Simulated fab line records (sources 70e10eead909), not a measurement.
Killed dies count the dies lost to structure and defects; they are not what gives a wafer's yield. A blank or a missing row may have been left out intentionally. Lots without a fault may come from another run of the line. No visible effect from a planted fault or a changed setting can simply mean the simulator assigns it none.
fab line records	flow nand-harc
record: lots: 11	wafers: 33	last-day: 24
route steps=1159 shown A_CONTACT@872 END@1159
lots that met no fault: from a run of the same line without faults
start-h: hours from the record's first day to the start of the lot's first wafer shown	wait-h: hours elapsed since this lot's preceding step	" as in the row above	L1.1+2: several wafers, shown together as one row	- value missing, or start not given	* or withheld: withheld	< > ~ a bound
route shown NAME@n: names a module that has steps shown in the file, with the first one's number in the route	usual: mean and standard deviation over wafers with no fault	same: alike in all rows	chamber/n: place in a boat	sites: per-site readings	_std_site: the standard deviation of these	_edge_site: inner sites' mean taken away from outer sites' mean	radius-mm: for every site, how far away it sits from the centre of the wafer	mask NAME#n: copy n	behind: tool/chamber where the wafer was last shaped	hold: why the lot went on hold/how many hours it stayed there/how the hold came to an end	device: whichever transistor did not switch (one of n, p or np)	end of line: tests of these same wafers at the route's end	step lacking rows: just its recipe	killed: the dies lost at the first sort to structure and to defects; this is not the yield of the wafer	map: a wafer's dies, x killed, . not, _ none there
set.NAME: the setting as run; set.NAME@STEP: as run at that earlier step	model.NAME: the simulator's own value behind a step, which no gauge read
one table for each step of the route and one row for each wafer, over a sample of lots
services: the hour from which a tool's chamber was out of use, counted from the record's first day as start-h (under 0 if before that day), plus the number of hours and why
== steps ==
step: NHARC_A_CONTACT_ETCH_121
recipe: source-w: withheld	pressure-mtorr: 20	bias-v: 3000	time-s: 94	target-depth-a: 9220	ar-flow-sccm: withheld	c4f8-flow-sccm: withheld	o2-flow-sccm: withheld	chemistry: C4F8/O2/Ar
lot.wafer	tool	chamber	start-h	wait-h	rf-hours-counter-h
L892.4	har-cap-etch-01	1	374.16	0.1	-
L892.3	"	0	"	"	-
L892.6	"	0	"	"	-
L894.1	har-cap-etch-02	0	378.66	0.1	11
L894.3	"	1	"	"	-
L894.4	"	0	"	"	-
L893.3	har-cap-etch-03	0	379.28	0.1	-
L893.6	"	1	"	"	-
L893.5	"	0	"	"	-
L895.4	har-cap-etch-01	0	404.90	0.1	-
L895.6	"	1	"	"	-
L895.5	"	0	"	"	-
L896.1	har-cap-etch-02	1	409.29	0.1	15
L896.5	"	0	"	"	-
L896.6	"	1	"	"	-
L897.2	har-cap-etch-01	1	416.25	0.1	62
L897.3	"	0	"	"	-
L897.4	"	1	"	"	-
L901.2	har-cap-etch-02	0	441.70	0.1	20
L901.4	"	1	"	"	-
L901.3	"	0	"	"	-
L902.2	har-cap-etch-01	0	451.12	0.1	69
L902.3	"	0	"	"	-
L902.5	"	1	"	"	-
L903.2	har-cap-etch-01	1	455.18	0.1	70
L903.6	"	0	"	"	-
L903.5	"	1	"	"	-
L909.1	har-cap-etch-01	0	484.28	0.1	76
L909.3	"	0	"	"	-
L909.4	"	1	"	"	-
L914.3	har-cap-etch-02	0	517.65	0.1	-
L914.4	"	1	"	"	-
L914.5	"	1	"	"	-
step: NHARC_A_CONTACT_ETCH_102
recipe: target-depth-a: 700	overetch-a: 70	time-s: 38.5	ion-energy-ev: 100	cf4-flow-sccm: 80	o2-flow-sccm: 20	ar-flow-sccm: 0	rf-w: 300	bias-w: 100	chemistry: CF4/O2
usual: drypump-motor-current-A: 5.5/0.32	oes-product-au: 1.003/0.01	rf-vpp-V: 197.9/1.4	showerhead-plenum-p-Torr: 1.34/0.058	throttle-valve-pct: 13.399/0.0099
lot.wafer	tool	chamber	start-h	wait-h	drypump-motor-current-A	oes-product-au	rf-hours-counter-h	rf-vpp-V	showerhead-plenum-p-Torr	throttle-valve-pct
L892.4	rie-diel-01	3	376.01	0.1	5.0	0.996	11	198.7	1.38	13.397
L892.3	"	1	"	"	5.6	1.004	19	199.4	1.43	13.410
L892.6	"	3	"	"	5.0	0.985	-	198.2	1.38	13.398
L893.3	rie-diel-01	1	380.89	0.1	5.6	1.011	20	200.2	1.43	13.403
L893.5	"	1	"	"	5.6	0.999	-	199.6	1.43	13.389
L893.6	"	2	"	"	5.7	0.996	-	197.4	1.36	13.399
L894.4	rie-diel-09	3	381.40	0.1	6.0	0.985	48	199.0	1.37	13.408
L894.1	"	1	"	"	5.6	1.003	50	198.5	1.33	13.392
L894.3	"	2	"	"	5.6	0.984	42	196.8	1.27	13.409
L895.4	rie-diel-11	3	406.31	0.1	5.7	0.994	5	196.2	1.30	13.397
L895.6	"	0	"	"	5.6	1.003	-	195.0	1.23	13.383
L895.5	"	1	"	"	5.0	1.014	-	198.9	1.38	13.407
L896.1	rie-diel-11	2	410.75	0.1	5.8	1.008	5	199.3	1.40	13.399
L896.6	"	3	"	"	5.7	0.991	-	196.2	1.30	13.405
L896.5	"	0	"	"	5.6	1.004	-	195.1	1.23	13.388
L897.3	rie-diel-11	1	417.53	0.1	5.0	1.012	7	198.7	1.38	13.382
L897.4	"	2	"	"	5.9	1.013	6	199.3	1.40	13.406
L897.2	"	0	"	"	5.6	1.003	8	195.5	1.23	13.416
L901.4	rie-diel-01	2	443.31	0.1	5.7	0.997	45	198.1	1.35	13.395
L901.2	"	3	"	"	5.0	0.998	34	198.6	1.37	13.399
L901.3	"	0	"	"	5.5	0.994	38	197.5	1.32	13.400
L902.3	rie-diel-01	2	452.48	0.1	5.7	1.000	48	198.3	1.35	13.393
L902.2	"	0	"	"	5.4	0.996	42	197.9	1.32	13.413
L902.5	"	2	"	"	5.7	0.997	-	198.2	1.35	13.409
L903.2	rie-diel-11	3	456.47	0.1	5.7	1.009	16	197.3	1.30	13.394
L903.6	"	1	"	"	5.0	1.015	-	198.4	1.37	13.398
L903.5	"	2	"	"	5.8	1.014	-	198.4	1.40	13.414
L909.4	rie-diel-11	1	485.74	0.0	5.1	1.015	22	199.6	1.37	13.379
L909.3	"	3	"	"	5.7	0.995	21	197.1	1.30	13.389
L909.1	"	0	"	"	5.6	1.014	22	196.7	1.23	13.399
L914.3	rie-diel-01	2	518.92	0.1	5.7	0.992	7	199.0	1.35	13.391
L914.4	"	3	"	"	5.0	1.003	7	198.2	1.37	13.406
L914.5	"	1	"	"	5.6	1.015	-	199.3	1.41	13.392
step: NHARC_A_CONTACT_DEP_58
recipe: target-thk-a: 600	target-thk-nm: 60	temp-c: 400	pressure-torr: 3.5	flow-sccm: 200	rf-w: 350	material: SiON
usual: heater-power-w: 713/73
lot.wafer	tool	chamber	start-h	wait-h	heater-power-w
L892.3	pecvd-02	2	380.97	0.9	705
L892.4	"	2	"	"	701
L892.6	"	0	"	"	568
L893.3	pecvd-02	2	384.02	0.9	772
L893.5	"	0	"	"	638
L893.6	"	1	"	"	708
L894.1	pecvd-01	0	385.73	1.5	665
L894.3	"	1	"	"	780
L894.4	"	0	"	"	669
L895.5	pecvd-02	2	410.85	0.4	808
L895.4	"	0	"	"	613
L895.6	"	1	"	"	647
L896.1	pecvd-01	1	414.73	1.5	778
L896.6	"	0	"	"	763
L896.5	"	1	"	"	817
L897.2	pecvd-02	1	422.97	1.2	643
L897.3	"	2	"	"	817
L897.4	"	2	"	"	817
L901.2	pecvd-02	1	445.70	1.2	604
L901.3	"	2	"	"	797
L901.4	"	2	"	"	807
L902.3	pecvd-01	0	455.92	0.9	697
L902.2	"	1	"	"	746
L902.5	"	2	"	"	640
L903.2	pecvd-02	2	458.87	1.2	802
L903.6	"	1	"	"	703
L903.5	"	2	"	"	820
L909.1	pecvd-01	2	490.00	1.5	659
L909.3	"	0	"	"	705
L909.4	"	0	"	"	668
L914.3	pecvd-01	1	521.35	0.9	700
L914.5	"	1	"	"	700
L914.4	"	2	"	"	700
step: NHARC_A_CONTACT_INSPECT_71
usual: raw-defect-count: 29/16
lot.wafer	tool	chamber	start-h	wait-h	raw-defect-count
L892.3	defect-inspect-01	-	381.85	0.0	20
L892.4	"	-	"	"	31
L892.6	"	-	"	"	19
L893.3	defect-inspect-01	-	384.69	0.0	22
L893.5	"	-	"	"	19
L893.6	"	-	"	"	30
L894.1	defect-inspect-01	-	386.42	0.0	29
L894.3	"	-	"	"	21
L894.4	"	-	"	"	21
L895.4	defect-inspect-01	-	411.61	0.0	29
L895.5	"	-	"	"	22
L895.6	"	-	"	"	36
L896.1	defect-inspect-01	-	415.49	0.0	10
L896.5	"	-	"	"	10
L896.6	"	-	"	"	11
L897.2	defect-inspect-02	-	423.85	0.0	30
L897.3	"	-	"	"	24
L897.4	"	-	"	"	23
L901.2	defect-inspect-01	-	446.54	0.0	418
L901.3	"	-	"	"	428
L901.4	"	-	"	"	416
L902.2	defect-inspect-01	-	456.74	0.0	44
L902.3	"	-	"	"	40
L902.5	"	-	"	"	46
L903.2	defect-inspect-01	-	459.69	0.0	420
L903.5	"	-	"	"	402
L903.6	"	-	"	"	408
L909.1	defect-inspect-02	-	490.81	0.0	30
L909.3	"	-	"	"	47
L909.4	"	-	"	"	33
L914.3	defect-inspect-02	-	522.07	0.0	34
L914.4	"	-	"	"	49
L914.5	"	-	"	"	35
step: NHARC_A_CONTACT_DESCUM_74
recipe: time-s: 3	o2-flow-sccm: 200	ar-flow-sccm: 0	bias-power-w: 0	chemistry: O2
usual: drypump-motor-current-A: 5.53/0.28	oes-product-au: 1.004/0.011	rf-vpp-V: 57.8/0.87	showerhead-plenum-p-Torr: 1.93/0.082	throttle-valve-pct: 11.310/0.0092
lot.wafer	tool	chamber	start-h	wait-h	drypump-motor-current-A	oes-product-au	rf-hours-counter-h	rf-vpp-V	showerhead-plenum-p-Torr	throttle-valve-pct
L892.3	rie-diel-11	3	381.92	0.1	5.67	1.007	2	58.7	1.86	11.313
L892.4	"	1	"	"	5.01	1.006	1	58.5	1.98	11.307
L892.6	"	2	"	"	5.84	1.005	-	58.1	2.01	11.322
L893.3	rie-diel-01	1	384.76	0.1	5.63	0.998	22	58.6	2.05	11.324
L893.6	"	0	"	"	5.47	0.999	-	57.9	1.90	11.298
L893.5	"	1	"	"	5.64	0.995	-	56.5	2.05	11.300
L894.3	rie-diel-11	2	386.48	0.1	5.84	1.022	2	57.7	2.01	11.318
L894.1	"	3	"	"	5.68	1.006	3	57.3	1.86	11.312
L894.4	"	1	"	"	5.04	1.017	2	58.4	1.98	11.294
L895.4	rie-diel-01	2	411.70	0.1	5.71	0.987	31	57.9	1.95	11.321
L895.5	"	3	"	"	5.02	1.001	-	59.0	1.97	11.308
L895.6	"	0	"	"	5.50	0.992	-	57.9	1.90	11.298
L896.1	rie-diel-11	1	415.56	0.1	5.06	1.022	6	57.5	1.97	11.311
L896.5	"	0	"	"	5.59	1.010	-	57.8	1.76	11.319
L896.6	"	1	"	"	5.11	1.018	-	57.6	1.97	11.314
L897.3	rie-diel-01	1	423.91	0.1	5.60	1.004	33	58.7	2.04	11.315
L897.2	"	2	"	"	5.69	0.994	35	58.0	1.95	11.311
L897.4	"	3	"	"	4.98	0.992	26	58.6	1.97	11.313
L901.2	rie-diel-11	2	446.61	0.1	5.82	1.016	10	57.5	2.01	11.317
L901.4	"	3	"	"	5.67	1.005	13	56.7	1.86	11.322
L901.3	"	0	"	"	5.63	1.021	14	58.3	1.76	11.308
L902.2	rie-diel-11	0	456.80	0.1	5.59	1.017	17	56.9	1.76	11.319
L902.3	"	3	"	"	5.67	1.011	16	57.6	1.86	11.306
L902.5	"	0	"	"	5.62	1.014	-	58.3	1.76	11.315
L903.2	rie-diel-01	0	459.75	0.1	5.48	0.994	45	56.6	1.90	11.316
L903.5	"	0	"	"	5.53	1.011	-	57.5	1.89	11.302
L903.6	"	1	"	"	5.65	0.994	-	57.1	2.04	11.314
L909.4	rie-diel-01	0	490.87	0.1	5.51	1.005	61	58.6	1.89	11.304
L909.1	"	1	"	"	5.61	0.996	65	57.2	2.03	11.305
L909.3	"	3	"	"	5.03	0.992	55	57.4	1.96	11.303
L914.3	rie-diel-11	2	522.13	0.1	5.85	1.014	25	58.7	2.00	11.311
L914.4	"	1	"	"	5.01	1.011	28	57.3	1.97	11.308
L914.5	"	3	"	"	5.68	0.999	-	55.6	1.86	11.310
step: NHARC_END_SORT_01
recipe: temp-c: 25
usual: killed-at-array: 29/13	killed-at-other: 0.7/1	killed-at-periphery: 3.2/2.3	killed-dies: 33/13	killed-open: 3.3/1.7	killed-short: 2.0/1.5
same: gross-dies: 677
lot.wafer	tool	chamber	start-h	wait-h	killed-at-array	killed-at-other	killed-at-periphery	killed-dies	killed-open	killed-short
L901.2	prober-01	0	506.48	2.8	78	2	8	88	2	3
L901.3	prober-01	0	507.29	3.1	50	0	5	55	1	1
L901.4	prober-01	0	508.09	3.4	57	0	6	63	4	0
L903.2	prober-02	0	521.94	2.8	63	0	1	64	6	4
L903.5	prober-02	0	524.35	3.7	69	0	1	70	4	5
L903.6	prober-02	0	525.16	4.0	77	0	2	79	4	2
killed by level:class
L901.2 A_CONTACT:unspecified=49 A_STAIRCASE:chamber-film-flake=7 A_CHANNEL_HOLE_D1:chamber-film-flake=4 A_WL_FILL:chamber-film-flake=4 A_BLC:chamber-film-flake=4 P_ZERO_WELL:chamber-film-flake=3 P_CONTACT:chamber-film-flake=3 A_BONDPAD:chamber-film-flake=3
L901.3 A_CONTACT:unspecified=30 A_BONDPAD:chamber-film-flake=7 A_CHANNEL_HOLE_D1:chamber-film-flake=3 P_ZERO_WELL:chamber-film-flake=3 A_STAIRCASE:chamber-film-flake=3 A_BLC:chamber-film-flake=3 P_M1:chamber-film-flake=2 A_CONTACT:geometric-particle:short=1
L901.4 A_CONTACT:unspecified=29 A_BONDPAD:chamber-film-flake=9 A_STAIRCASE:chamber-film-flake=4 A_CONTACT:chamber-film-flake=4 P_ZERO_WELL:chamber-film-flake=3 A_CHANNEL_HOLE_D1:chamber-film-flake=3 A_WL_FILL:chamber-film-flake=3 P_M1:chamber-film-flake=2
L903.2 A_CONTACT:unspecified=30 A_CHANNEL_HOLE_D1:chamber-film-flake=17 A_CONTACT:chamber-film-flake=6 A_CONTACT:geometric-particle:open=2 A_M1:geometric-particle:short=2 A_M1:geometric-particle:open=2 A_CHANNEL_FILL_D1:geometric-particle:open=1 A_CHANNEL_FILL_D1:geometric-particle:short=1
L903.5 A_CONTACT:unspecified=33 A_CHANNEL_HOLE_D1:chamber-film-flake=19 A_CONTACT:chamber-film-flake=7 A_CONTACT:geometric-particle:short=2 A_ZERO_WELL:chamber-film-flake=2 P_M0:geometric-particle:open=1 A_ONON_D1:geometric-particle:open=1 A_SGD_CUT:geometric-particle:short=1
L903.6 A_CONTACT:unspecified=43 A_CHANNEL_HOLE_D1:chamber-film-flake=20 A_CONTACT:chamber-film-flake=5 A_ZERO_WELL:chamber-film-flake=3 P_M0:geometric-particle:short=1 A_CHANNEL_HOLE_D1:geometric-particle:open=1 A_CHANNEL_FILL_D1:geometric-particle:open=1 A_STAIRCASE:geometric-particle:open=1
== services ==
tool	chamber	start-h	hours	kind
rie-diel-11	2	350.98	16.6	repair
rie-diel-11	-	367.16	9.0	pm
rie-diel-11	0	367.16	9.0	vent-cycle
rie-diel-11	1	367.16	9.0	vent-cycle
rie-diel-11	3	367.16	9.0	vent-cycle
rie-diel-11	0	376.16	-	clean
rie-diel-11	1	376.16	-	clean
rie-diel-11	2	376.16	-	clean
rie-diel-11	3	376.16	-	clean
pecvd-01	2	401.50	17.3	repair
rie-diel-01	1	402.50	4.2	repair
pecvd-01	-	418.21	13.0	pm
rie-diel-01	0	427.90	15.1	repair
rie-diel-09	-	432.00	9.0	pm
rie-diel-01	3	436.30	5.6	repair
pecvd-02	2	446.75	8.0	repair
pecvd-01	-	457.06	0.3	repair
rie-diel-09	0	468.52	4.2	repair
rie-diel-01	2	468.70	7.5	repair
pecvd-01	-	491.13	12.2	repair
rie-diel-01	-	491.80	9.0	pm
rie-diel-11	0	495.03	1.5	repair
rie-diel-09	0	513.05	5.8	repair
pecvd-02	-	515.00	13.0	pm
== key ==
first-sign: step: NHARC_A_CONTACT_INSPECT_71	reading: raw-defect-count	direction: up	sigmas: 24	usual: 29	struck: 415
effect: step: NHARC_END_SORT_01	reading: killed-dies	direction: up	sigmas: 2.9	usual: 33	struck: 70
more-kills-born-at: NHARC_A_CONTACT_DEP_58@pecvd-02: 214
met-at NHARC_A_CONTACT_DEP_58
struck-lots L901,L903
tester-left-out L901,L903
not-acting-at NHARC_A_CONTACT_ETCH_121,NHARC_A_CONTACT_ETCH_102,NHARC_A_CONTACT_DESCUM_74
onset-between 422.97 445.70
fault: kind: chamber-particle-source	tool: pecvd-02	chamber: -	onset-h: 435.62	steps: NHARC_A_CONTACT_DEP_58	rate-per-visit-cm2: 0.61915	end-h: 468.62
tester-left-out: of these lots the tester's yield and bins aren't shown, on N5 and GAA mostly nor the transistor test; their killed dies are dies lost to structure and defects alone, not to doping, threshold or leakage, so they don't give the yield
